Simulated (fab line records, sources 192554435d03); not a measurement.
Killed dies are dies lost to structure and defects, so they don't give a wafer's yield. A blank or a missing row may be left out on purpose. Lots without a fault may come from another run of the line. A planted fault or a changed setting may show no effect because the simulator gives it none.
One fault seen from 3 desks | flow n5_finfet | each desk has only its own numbers; what lay behind them comes last

THE DEFECT DESK
What the inspections along the route counted, lot by lot: means of the sampled wafers that have a number. A lot is out of limits, marked OUT, if its mean lies more than 4 standard deviations from the usual mean; the brackets give that distance.
Columns: A = raw_defect_count at N5_BEOL_M7_INSPECT_30, usual 370
lot  | first seen here | A
L406 | day 11 08:18    | 329
L409 | day 11 20:28    | 358
L410 | day 11 20:33    | 391
L408 | day 12 04:10    | 413
L422 | day 16 02:09    | 403
L425 | day 16 23:00    | 415
This desk's finding: nothing out of limits on any of the 6 lots.

THE TOOL OWNER'S DESK: rie_diel-01
The tool's own readings at N5_BEOL_M7_ETCH_66 (etches SOC in N2/H2, target depth 80 nm, overetch 16 nm, time 120 s): means of the sampled wafers that have a number, for each lot that ran on this tool. A lot is out of limits, marked OUT, if its mean lies more than 4 standard deviations from the usual mean; the brackets give that distance.
Columns: A = bias_w at N5_BEOL_M7_ETCH_66, usual 149.9 W; B = drypump_motor_current_A at N5_BEOL_M7_ETCH_66, usual 5.3 A; C = n2_flow_sccm at N5_BEOL_M7_ETCH_66, usual 200.1 sccm; D = oes_product_au at N5_BEOL_M7_ETCH_66, usual 0.59 a.u.; E = rf_vpp_V at N5_BEOL_M7_ETCH_66, usual 525.6 V; F = showerhead_plenum_p_Torr at N5_BEOL_M7_ETCH_66, usual 2.61 Torr; G = throttle_valve_pct at N5_BEOL_M7_ETCH_66, usual 17.83 %
lot  | first seen here | A               | B   | C     | D    | E                | F    | G
L406 | day 11 08:31    | 150.0           | 5.2 | 199.7 | 0.55 | 524.8            | 2.59 | 17.94
L409 | day 11 20:35    | 137.4 (-30) OUT | 4.9 | 199.1 | 0.56 | 496.5 (-16) OUT  | 2.56 | 17.85
L408 | day 12 04:16    | 143.9 (-15) OUT | 5.1 | 200.5 | 0.56 | 511.6 (-7.8) OUT | 2.60 | 17.77
This desk's finding: out of limits on L408, L409; first on L409, day 11 20:35 (bias_w at N5_BEOL_M7_ETCH_66). In limits: L406.

THE METROLOGY DESK
What the gauges read, lot by lot, whatever tool the lot ran on: means of the sampled wafers that have a number. A lot is out of limits, marked OUT, if its mean lies more than 4 standard deviations from the usual mean; the brackets give that distance.
Columns: A = cd_nm at N5_BEOL_M7_CD_MEAS_28, usual 39.87 nm; B = V6_OVL at N5_BEOL_M7_OVL_MEAS_29, usual -0.1 nm
lot  | first seen here | A     | B
L406 | day 11 08:13    | 39.73 | 0.3
L409 | day 11 20:22    | 39.75 | -0.2
L410 | day 11 20:28    | 40.09 | 0.7
L408 | day 12 04:04    | 39.99 | 0.1
L422 | day 16 02:04    | 39.93 | -1.3
L425 | day 16 22:55    | 39.89 | -0.7
This desk's finding: nothing out of limits on any of the 6 lots.

PUT TOGETHER
The tool owner's desk could have raised an alarm at day 11 20:35, on L408, L409.
The defect desk saw nothing out of limits.
The metrology desk saw nothing out of limits.
The defect desk has L408, L409 on record, within its limits.
The metrology desk has L408, L409 on record, within its limits.
Of the lots named, all ran N5_BEOL_M7_ETCH_66 on rie_diel-01.

WHAT THE SIMULATOR HAD PUT IN
Process parameter drift: rie_diel-01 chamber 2, from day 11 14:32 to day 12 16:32, at N5_BEOL_M7_ETCH_66. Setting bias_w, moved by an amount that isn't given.
Lots struck among those shown: L408, L409.
Hours from the fault's start to each desk's first reading out of limits: the tool owner's desk, 6.
